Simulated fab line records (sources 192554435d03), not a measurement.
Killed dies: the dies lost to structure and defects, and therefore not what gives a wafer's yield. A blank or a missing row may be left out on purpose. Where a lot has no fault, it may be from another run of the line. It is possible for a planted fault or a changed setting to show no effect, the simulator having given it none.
Split-lot experiment / flow n5_finfet / route with 1938 steps; 7 lots, 21 wafers read

## THE SPLIT
At N5_BEOL_M9_COAT_05 (resist thk 90 nm), the setting spin_rpm was moved away from the recipe's 1500 rpm on 10 of the 21 wafers read, by -6.5% to +11.1%. For the rest of the wafers, this setting stayed at what the recipe calls for.

## FROM THE SPLIT TO THE READING: what the file shows between them, 4 steps
- N5_BEOL_M9_EBR_07
- N5_BEOL_M9_SOFTBAKE_06: time 60 s
- N5_BEOL_M9_EXPOSE_08: exposes mask M9
- N5_BEOL_M9_PEB_09: peb time 60 s

## THE READING
CAR-ArF_of_BEOL_M9_COAT_05.thk_nm (the simulator's own value, which no gauge read), in nm, at N5_BEOL_M9_DEVELOP_10 (develop time 30 s). The file gives no usual value for it. Across the 11 wafers here that went through the recipe, the average is 88.5 nm and the standard deviation 0.27 nm.

wafer=L074.3; tool, chamber at the split=litho_track-05, 0; spin_rpm as run, rpm=1613; against the recipe=+7.5%; CAR-ArF_of_BEOL_M9_COAT_05.thk_nm, nm=85.6; against lot-mates on the recipe=-3.2
wafer=L074.4; tool, chamber at the split=litho_track-05, 0; spin_rpm as run, rpm=1500; against the recipe=recipe; CAR-ArF_of_BEOL_M9_COAT_05.thk_nm, nm=88.8; against lot-mates on the recipe=-
wafer=L074.6; tool, chamber at the split=litho_track-05, 0; spin_rpm as run, rpm=1613; against the recipe=+7.5%; CAR-ArF_of_BEOL_M9_COAT_05.thk_nm, nm=85.8; against lot-mates on the recipe=-3.0
wafer=L075.1; tool, chamber at the split=litho_track-01, 0; spin_rpm as run, rpm=1560; against the recipe=+4.0%; CAR-ArF_of_BEOL_M9_COAT_05.thk_nm, nm=86.6; against lot-mates on the recipe=-1.4
wafer=L075.3; tool, chamber at the split=litho_track-01, 0; spin_rpm as run, rpm=1560; against the recipe=+4.0%; CAR-ArF_of_BEOL_M9_COAT_05.thk_nm, nm=86.6; against lot-mates on the recipe=-1.4
wafer=L075.4; tool, chamber at the split=litho_track-01, 0; spin_rpm as run, rpm=1500; against the recipe=recipe; CAR-ArF_of_BEOL_M9_COAT_05.thk_nm, nm=88; against lot-mates on the recipe=-
wafer=L077.1; tool, chamber at the split=litho_track-05, 0; spin_rpm as run, rpm=1500; against the recipe=recipe; CAR-ArF_of_BEOL_M9_COAT_05.thk_nm, nm=88.2; against lot-mates on the recipe=-
wafer=L077.3; tool, chamber at the split=litho_track-05, 0; spin_rpm as run, rpm=1667; against the recipe=+11.1%; CAR-ArF_of_BEOL_M9_COAT_05.thk_nm, nm=84; against lot-mates on the recipe=-4.2
wafer=L077.6; tool, chamber at the split=litho_track-05, 0; spin_rpm as run, rpm=1667; against the recipe=+11.1%; CAR-ArF_of_BEOL_M9_COAT_05.thk_nm, nm=84; against lot-mates on the recipe=-4.2
wafer=L085.2; tool, chamber at the split=litho_track-04, 0; spin_rpm as run, rpm=1500; against the recipe=recipe; CAR-ArF_of_BEOL_M9_COAT_05.thk_nm, nm=88.6; against lot-mates on the recipe=-
wafer=L085.4; tool, chamber at the split=litho_track-04, 0; spin_rpm as run, rpm=1500; against the recipe=recipe; CAR-ArF_of_BEOL_M9_COAT_05.thk_nm, nm=88.6; against lot-mates on the recipe=-
wafer=L085.3; tool, chamber at the split=litho_track-04, 0; spin_rpm as run, rpm=1500; against the recipe=recipe; CAR-ArF_of_BEOL_M9_COAT_05.thk_nm, nm=88.4; against lot-mates on the recipe=-
wafer=L086.2; tool, chamber at the split=litho_track-04, 0; spin_rpm as run, rpm=1437; against the recipe=-4.2%; CAR-ArF_of_BEOL_M9_COAT_05.thk_nm, nm=90.4; against lot-mates on the recipe=+1.8
wafer=L086.3; tool, chamber at the split=litho_track-04, 0; spin_rpm as run, rpm=1500; against the recipe=recipe; CAR-ArF_of_BEOL_M9_COAT_05.thk_nm, nm=88.6; against lot-mates on the recipe=-
wafer=L086.5; tool, chamber at the split=litho_track-04, 0; spin_rpm as run, rpm=1437; against the recipe=-4.2%; CAR-ArF_of_BEOL_M9_COAT_05.thk_nm, nm=90.2; against lot-mates on the recipe=+1.6
wafer=L089.1; tool, chamber at the split=litho_track-05, 0; spin_rpm as run, rpm=1500; against the recipe=recipe; CAR-ArF_of_BEOL_M9_COAT_05.thk_nm, nm=88.6; against lot-mates on the recipe=-
wafer=L089.6; tool, chamber at the split=litho_track-05, 0; spin_rpm as run, rpm=1500; against the recipe=recipe; CAR-ArF_of_BEOL_M9_COAT_05.thk_nm, nm=88.6; against lot-mates on the recipe=-
wafer=L089.4; tool, chamber at the split=litho_track-05, 0; spin_rpm as run, rpm=1500; against the recipe=recipe; CAR-ArF_of_BEOL_M9_COAT_05.thk_nm, nm=88.8; against lot-mates on the recipe=-
wafer=L093.1; tool, chamber at the split=litho_track-01, 0; spin_rpm as run, rpm=1500; against the recipe=recipe; CAR-ArF_of_BEOL_M9_COAT_05.thk_nm, nm=88; against lot-mates on the recipe=-
wafer=L093.5; tool, chamber at the split=litho_track-01, 0; spin_rpm as run, rpm=1402; against the recipe=-6.5%; CAR-ArF_of_BEOL_M9_COAT_05.thk_nm, nm=90.8; against lot-mates on the recipe=+2.8
wafer=L093.6; tool, chamber at the split=litho_track-01, 0; spin_rpm as run, rpm=1402; against the recipe=-6.5%; CAR-ArF_of_BEOL_M9_COAT_05.thk_nm, nm=90.8; against lot-mates on the recipe=+2.8

THE FIT
A straight line over all 21 wafers: CAR-ArF_of_BEOL_M9_COAT_05.thk_nm changes by -0.392 nm for each +1% of spin_rpm; r = -0.99; the points scatter about the line by 0.26 nm.
The same after taking each lot's own level away (the mean of its wafers on the recipe; 21 wafers): -0.396 nm for each +1%; r = -1.00; scatter 0.13 nm.
The reading moves by 4.4 nm for the largest change in spin_rpm, on that fit.
Measured against the standard deviation above, the lots' own levels, which go from 88.00 to 88.80 nm, span 2.9 times it.
Hence the lot-to-lot level has little effect on the slope; both slopes agree.
Check: for one of the wafers moved furthest among these (+11.1%), held out of the fit, the line's prediction against its lot-mates is -4.41 nm. Against them it came out at -4.2 nm.

## THE OTHER SPLITS THESE WAFERS WENT THROUGH
These wafers also went through other splits before the reading. Each is held against what the fit with the lots' levels taken away leaves over:
other split on the same wafers=N5_BEOL_M9_ILD_DEP_00 time_s; wafers away from the commonest value=6; r with CAR-ArF_of_BEOL_M9_COAT_05.thk_nm (lot level and that fit taken away)=+0.36

## THE WHOLE CHAIN: every reading that the file lists as answering this split, in the file's order
step=N5_BEOL_M9_COAT_05; what it does=resist thk 90 nm; reading=CAR-ArF_of_BEOL_M9_COAT_05.thk_nm (the simulator's own value, which no gauge read); change (the file's fit)=-0.404 nm for each +1% of the setting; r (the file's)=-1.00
step=N5_BEOL_M9_DEVELOP_10; what it does=develop time 30 s; reading=CAR-ArF_of_BEOL_M9_COAT_05.thk_nm (the simulator's own value, which no gauge read); change (the file's fit)=-0.394 nm for each +1% of the setting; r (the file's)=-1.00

## THE FILE'S OWN FIT
CAR-ArF_of_BEOL_M9_COAT_05.thk_nm changes by -0.394 nm for each +1% of spin_rpm, r = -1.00.
